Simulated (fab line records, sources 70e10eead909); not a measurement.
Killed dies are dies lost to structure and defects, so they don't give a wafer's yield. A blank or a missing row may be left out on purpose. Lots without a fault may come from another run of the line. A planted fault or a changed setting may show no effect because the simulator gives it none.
Which tool did it? | flow nand_harc | 14 lots, 42 wafers sampled, at 5 steps of a route of 1159

WHAT THE GAUGES READ, wafer by wafer
NHARC_P_M0_CD_MEAS_09: target cd 90 nm.
lot  | measured     | on        | cd_nm (nm)
L937 | day 5 16:57  | cd_sem-03 | 89.8 90.4 90.6
L939 | day 6 06:35  | cd_sem-02 | 90.2 91.2 90.3
L940 | day 6 10:12  | cd_sem-03 | 89.2 89.0 88.8
L942 | day 6 23:29  | cd_sem-03 | 89.8 89.2 89.7
L941 | day 7 00:08  | cd_sem-03 | 89.7 89.4 89.1
L943 | day 7 13:14  | cd_sem-03 | 91.0 90.0 90.0
L951 | day 9 09:47  | cd_sem-02 | 88.8 89.7 89.3
L948 | day 9 10:20  | cd_sem-03 | 89.1 90.4 89.2
L955 | day 9 22:40  | cd_sem-03 | 88.9 89.9 89.5
L954 | day 9 23:31  | cd_sem-02 | 89.7 89.5 90.1
L956 | day 10 11:07 | cd_sem-02 | 90.4 89.4 88.6
L957 | day 10 17:11 | cd_sem-02 | 91.2 90.0 91.6
L958 | day 11 02:55 | cd_sem-03 | 90.4 90.6 89.4
L960 | day 11 06:33 | cd_sem-02 | 88.5 88.5 89.3

NHARC_P_M0_THK_MEAS_24: measures by xrf.
lot  | measured     | on            | thk_nm (nm)
L937 | day 5 19:28  | film_metro-02 | 116.1 115.2 113.4
L939 | day 6 09:06  | film_metro-01 | 119.0 117.3 115.6
L940 | day 6 12:52  | film_metro-02 | 114.6 115.3 117.5
L942 | day 7 02:00  | film_metro-02 | 115.5 117.1 115.3
L941 | day 7 02:44  | film_metro-01 | 118.7 117.4 118.9
L943 | day 7 15:48  | film_metro-01 | 116.2 115.6 118.4
L951 | day 9 12:18  | film_metro-02 | 30.4 31.0 29.4
L948 | day 9 12:52  | film_metro-01 | 32.4 32.0 30.9
L955 | day 10 01:15 | film_metro-02 | 114.4 114.9 114.4
L954 | day 10 02:01 | film_metro-02 | 117.8 117.1 118.5
L956 | day 10 14:01 | film_metro-01 | 116.5 116.6 116.9
L957 | day 10 19:48 | film_metro-01 | 117.6 118.1 117.0
L958 | day 11 05:25 | film_metro-01 | 119.8 117.1 115.6
L960 | day 11 09:07 | film_metro-01 | 114.5 115.3 114.6

WHICH TOOL RAN EACH LOT (tool, then ch and the chambers of the sampled wafers, then the start)
lot  | NHARC_P_CONTACT_CMP_24       | NHARC_P_M0_ECD_22              | NHARC_P_M0_CMP_23
L937 | cmp-03 ch 0,2,3, day 5 15:33 | ecd_cu-01 ch 0,1, day 5 18:25  | cmp-01 ch 0,2,3, day 5 19:08
L939 | cmp-04 ch 0,1, day 6 05:17   | ecd_cu-01 ch 0,1, day 6 08:04  | cmp-04 ch 1,2,3, day 6 08:49
L940 | cmp-02 ch 0,3, day 6 09:01   | ecd_cu-02 ch 0,1, day 6 11:49  | cmp-04 ch 0,1,3, day 6 12:35
L942 | cmp-02 ch 1,2,3, day 6 22:19 | ecd_cu-02 ch 0,1, day 7 00:57  | cmp-01 ch 0,1, day 7 01:43
L941 | cmp-04 ch 0,2,3, day 6 22:53 | ecd_cu-02 ch 0,1, day 7 01:45  | cmp-04 ch 0,2,3, day 7 02:25
L943 | cmp-03 ch 1,2,3, day 7 11:58 | ecd_cu-02 ch 1, day 7 14:42    | cmp-02 ch 0,1,2, day 7 15:31
L951 | cmp-03 ch 2,3, day 9 08:26   | ecd_cu-01 ch 0,1, day 9 11:15  | cmp-01 ch 2,3, day 9 12:01
L948 | cmp-02 ch 0,1,2, day 9 09:01 | ecd_cu-02 ch 0,1, day 9 11:48  | cmp-01 ch 0,1,3, day 9 12:33
L955 | cmp-02 ch 0,2,3, day 9 21:22 | ecd_cu-02 ch 0,1, day 10 00:10 | cmp-01 ch 0,1,3, day 10 00:56
L954 | cmp-03 ch 1,2, day 9 22:13   | ecd_cu-01 ch 1, day 10 00:59   | cmp-02 ch 0,1,2, day 10 01:46
L956 | cmp-02 ch 0,1, day 10 09:51  | ecd_cu-01 ch 0,1, day 10 12:37 | cmp-01 ch 0,1, day 10 13:44
L957 | cmp-02 ch 0,1, day 10 15:52  | ecd_cu-02 ch 0,1, day 10 18:47 | cmp-02 ch 0,1,2, day 10 19:32
L958 | cmp-02 ch 2,3, day 11 01:44  | ecd_cu-01 ch 0,1, day 11 04:23 | cmp-02 ch 0,1,3, day 11 05:07
L960 | cmp-03 ch 1,2, day 11 05:23  | ecd_cu-02 ch 0,1, day 11 08:04 | cmp-02 ch 1,2,3, day 11 08:49
- NHARC_P_CONTACT_CMP_24: polishes, t overpolish 30 s, target thk 200 nm.
- NHARC_P_M0_ECD_22: material Cu, target thk 400 nm.
- NHARC_P_M0_CMP_23: polishes, t overpolish 20 s, target thk 117.53 nm.

WHAT THE TOOLS THEMSELVES READ (means of the sampled wafers that have a number; where no wafer has one, the mark that the record gives instead)
NHARC_P_CONTACT_CMP_24.
lot  | tool   | motor_current_A (A) | overpolish_run_s (s) | pad_life_wafers | time_to_endpoint_s (s)
L937 | cmp-03 | 12.3                | 30.006               | 235             | 41
L939 | cmp-04 | 11.6                | 30.006               | 114             | 42
L940 | cmp-02 | 11.0                | 30.003               | 582             | 39
L942 | cmp-02 | 12.0                | 30.003               | 86              | 39
L941 | cmp-04 | 12.2                | 30.009               | 194             | 42
L943 | cmp-03 | 12.7                | 29.998               | 500             | 39
L951 | cmp-03 | 12.7                | 30.005               | 216             | 43
L948 | cmp-02 | 12.4                | 30.001               | 415             | 41
L955 | cmp-02 | 10.7                | 29.998               | 511             | 42
L954 | cmp-03 | 12.0                | 29.997               | 368             | 40
L956 | cmp-02 | 13.4                | 30.001               | 625             | 42
L957 | cmp-02 | 12.6                | 30.003               | 6               | 39
L958 | cmp-02 | 10.2                | 30.008               | 104             | 37
L960 | cmp-03 | 12.5                | 30.005               | 668             | 45

NHARC_P_M0_ECD_22.
lot  | tool      | bath_heat_duty_pct (%) | bath_temp_c (C)
L937 | ecd_cu-01 | 6.5                    | 25.02
L939 | ecd_cu-01 | 5.6                    | 24.98
L940 | ecd_cu-02 | 6.3                    | 25.09
L942 | ecd_cu-02 | 6.7                    | 25.01
L941 | ecd_cu-02 | 6.8                    | 25.04
L943 | ecd_cu-02 | 6.9                    | 25.03
L951 | ecd_cu-01 | -                      | -
L948 | ecd_cu-02 | -                      | -
L955 | ecd_cu-02 | 7.1                    | 25.02
L954 | ecd_cu-01 | 6.2                    | 25.06
L956 | ecd_cu-01 | 6.1                    | 24.93
L957 | ecd_cu-02 | 6.9                    | 24.93
L958 | ecd_cu-01 | 6.5                    | 24.97
L960 | ecd_cu-02 | 6.8                    | 25.10

NHARC_P_M0_CMP_23.
lot  | tool   | motor_current_A (A) | pad_life_wafers | time_to_endpoint_s (s)
L937 | cmp-01 | 11.4                | 145             | 28.4
L939 | cmp-04 | 11.7                | 128             | 26.6
L940 | cmp-04 | 11.9                | 140             | 27.3
L942 | cmp-01 | 10.8                | 314             | 24.9
L941 | cmp-04 | 12.2                | 218             | 30.6
L943 | cmp-02 | 12.6                | 212             | 29.6
L951 | cmp-01 | 11.2                | 86              | 0.4
L948 | cmp-01 | 10.5                | 91              | 0.0
L955 | cmp-01 | 11.0                | 205             | 22.2
L954 | cmp-02 | 12.5                | 548             | 26.1
L956 | cmp-01 | 10.8                | 355             | 23.0
L957 | cmp-02 | 12.3                | 44              | 24.9
L958 | cmp-02 | 11.4                | 122             | 26.9
L960 | cmp-02 | 11.5                | 158             | 28.7

THE ANSWER, worked out from the rows above alone
Rule: what is usual is taken from the lots themselves. Put in order of their means at a reading, lots are off if they are a third of the lots or fewer, leave a main group of 4 or more, and stand apart from it by a gap of 3 or more times the standard deviation of the main group's means; of several such gaps the widest counts. A main group whose means are all the same, to the digits that the tables above print for the reading, isn't used. A lot without any number at a reading at which 4 lots or more have one is off too. The other lots that the step has rows for count as sound. The gauges are gone through in route order, then the tools' own readings, and for those a lot's mean is taken as printed above. The first step at which some lot is off is used, and at that step the reading that is off furthest; a lot without a number counts as furthest.
Off: L951, L948, at NHARC_P_M0_THK_MEAS_24 (thk_nm). The main group: mean 116.5 nm, standard deviation 1.2.
A tool fits if, at a process step before that reading, it ran every lot that is off, and no sound lot after the first of them. The gauges at NHARC_P_M0_THK_MEAS_24 aren't tried: what is off there is off at NHARC_P_M0_ECD_22 too, on other tools, and a gauge's error can't cause that. None of those tried fits.

WHAT THE SIMULATOR HAD PUT IN
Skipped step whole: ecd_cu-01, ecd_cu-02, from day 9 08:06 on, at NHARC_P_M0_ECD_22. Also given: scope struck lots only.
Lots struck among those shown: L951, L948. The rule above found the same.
